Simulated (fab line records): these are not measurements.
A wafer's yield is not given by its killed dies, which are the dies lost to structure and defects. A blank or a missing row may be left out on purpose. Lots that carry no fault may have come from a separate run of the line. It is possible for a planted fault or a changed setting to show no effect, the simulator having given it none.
Chamber matching :: flow n5Finfet :: rieDiel-04 running N5_BEOL_M12_ETCH_67: 4 sister chambers
The step etches SiARC in CF4, target depth 143 nm, time 238.3 s. 14 wafers are shown with their chamber, then 7 later ones without.

## WAFERS, EACH WITH ITS CHAMBER
wafer: L078.2
chamber: 1
drypumpMotorCurrentA (A): 5.3
showerheadPlenumPTorr (Torr): 2.20
etchRfOnTimeS (s): 238

wafer: L078.4
chamber: 0
drypumpMotorCurrentA (A): 5.9
showerheadPlenumPTorr (Torr): 2.04
etchRfOnTimeS (s): 244

wafer: L078.5
chamber: 1
drypumpMotorCurrentA (A): 5.3
showerheadPlenumPTorr (Torr): 2.20
etchRfOnTimeS (s): 239

wafer: L080.1
chamber: 0
drypumpMotorCurrentA (A): 5.9
showerheadPlenumPTorr (Torr): 2.04
etchRfOnTimeS (s): 241

wafer: L080.4
chamber: 3
drypumpMotorCurrentA (A): 5.6
showerheadPlenumPTorr (Torr): 2.03
etchRfOnTimeS (s): 245

wafer: L080.6
chamber: 1
drypumpMotorCurrentA (A): 5.3
showerheadPlenumPTorr (Torr): 2.20
etchRfOnTimeS (s): 240

wafer: L082.1
chamber: 0
drypumpMotorCurrentA (A): 5.8
showerheadPlenumPTorr (Torr): 2.04
etchRfOnTimeS (s): 241

wafer: L082.4
chamber: 2
drypumpMotorCurrentA (A): 4.8
showerheadPlenumPTorr (Torr): 2.08
etchRfOnTimeS (s): 239

wafer: L082.5
chamber: 3
drypumpMotorCurrentA (A): 5.6
showerheadPlenumPTorr (Torr): 2.03
etchRfOnTimeS (s): 247

wafer: L086.1
chamber: 1
drypumpMotorCurrentA (A): 5.3
showerheadPlenumPTorr (Torr): 2.20
etchRfOnTimeS (s): 233

wafer: L086.2
chamber: 3
drypumpMotorCurrentA (A): 5.6
showerheadPlenumPTorr (Torr): 2.02
etchRfOnTimeS (s): 245

wafer: L086.4
chamber: 2
drypumpMotorCurrentA (A): 4.8
showerheadPlenumPTorr (Torr): 2.08
etchRfOnTimeS (s): 240

wafer: L091.1
chamber: 1
drypumpMotorCurrentA (A): 5.3
showerheadPlenumPTorr (Torr): 2.19
etchRfOnTimeS (s): 235

wafer: L091.3
chamber: 3
drypumpMotorCurrentA (A): 5.6
showerheadPlenumPTorr (Torr): 2.02
etchRfOnTimeS (s): 248

SIGNATURES (averages over the wafers above)
reading: drypumpMotorCurrentA
chamber 0: 5.867
chamber 1: 5.300
chamber 2: 4.800
chamber 3: 5.600
scatter within a chamber: 0.0258

reading: showerheadPlenumPTorr
chamber 0: 2.0400
chamber 1: 2.1980
chamber 2: 2.0800
chamber 3: 2.0250
scatter within a chamber: 0.00424

reading: etchRfOnTimeS
chamber 0: 242.00
chamber 1: 237.00
chamber 2: 239.50
chamber 3: 246.25
scatter within a chamber: 2.17
Rule: a wafer lies at a distance from a chamber equal to the root of the sum of squares, over the readings, of (its reading less the chamber's mean, divided by the reading's scatter). The wafer belongs to the nearest chamber; if the next one is less than 2 further off, it can't be placed. How the scatter is found: for the shown wafers, subtract from each reading the mean of its chamber, square and add these, divide the total by (wafers less chambers), then take the root.

## WAFERS MISSING THEIR CHAMBER
wafer: L091.4
drypumpMotorCurrentA (A): 5.9
showerheadPlenumPTorr (Torr): 2.03
etchRfOnTimeS (s): 246

wafer: L093.1
drypumpMotorCurrentA (A): 4.8
showerheadPlenumPTorr (Torr): 2.07
etchRfOnTimeS (s): 241

wafer: L093.2
drypumpMotorCurrentA (A): 5.6
showerheadPlenumPTorr (Torr): 2.02
etchRfOnTimeS (s): 245

wafer: L093.3
drypumpMotorCurrentA (A): 5.3
showerheadPlenumPTorr (Torr): 2.19
etchRfOnTimeS (s): 234

wafer: L097.4
drypumpMotorCurrentA (A): 5.9
showerheadPlenumPTorr (Torr): 2.28
etchRfOnTimeS (s): 235

wafer: L097.5
drypumpMotorCurrentA (A): 5.8
showerheadPlenumPTorr (Torr): 2.28
etchRfOnTimeS (s): 235

wafer: L097.6
drypumpMotorCurrentA (A): 5.6
showerheadPlenumPTorr (Torr): 2.28
etchRfOnTimeS (s): 244

## WHICH CHAMBER EACH ONE RAN IN
wafer: L091.4
from the rows above: 0
in truth: 0

wafer: L093.1
from the rows above: 2
in truth: 2

wafer: L093.2
from the rows above: 3
in truth: 3

wafer: L093.3
from the rows above: 1
in truth: 1

wafer: L097.4
from the rows above: 1
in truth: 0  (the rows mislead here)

wafer: L097.5
from the rows above: 1
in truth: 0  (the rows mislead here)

wafer: L097.6
from the rows above: 1
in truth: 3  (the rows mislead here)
Correct placement for 4 of the 7. Left unplaced by these rows: 0. 3 placed wrongly.
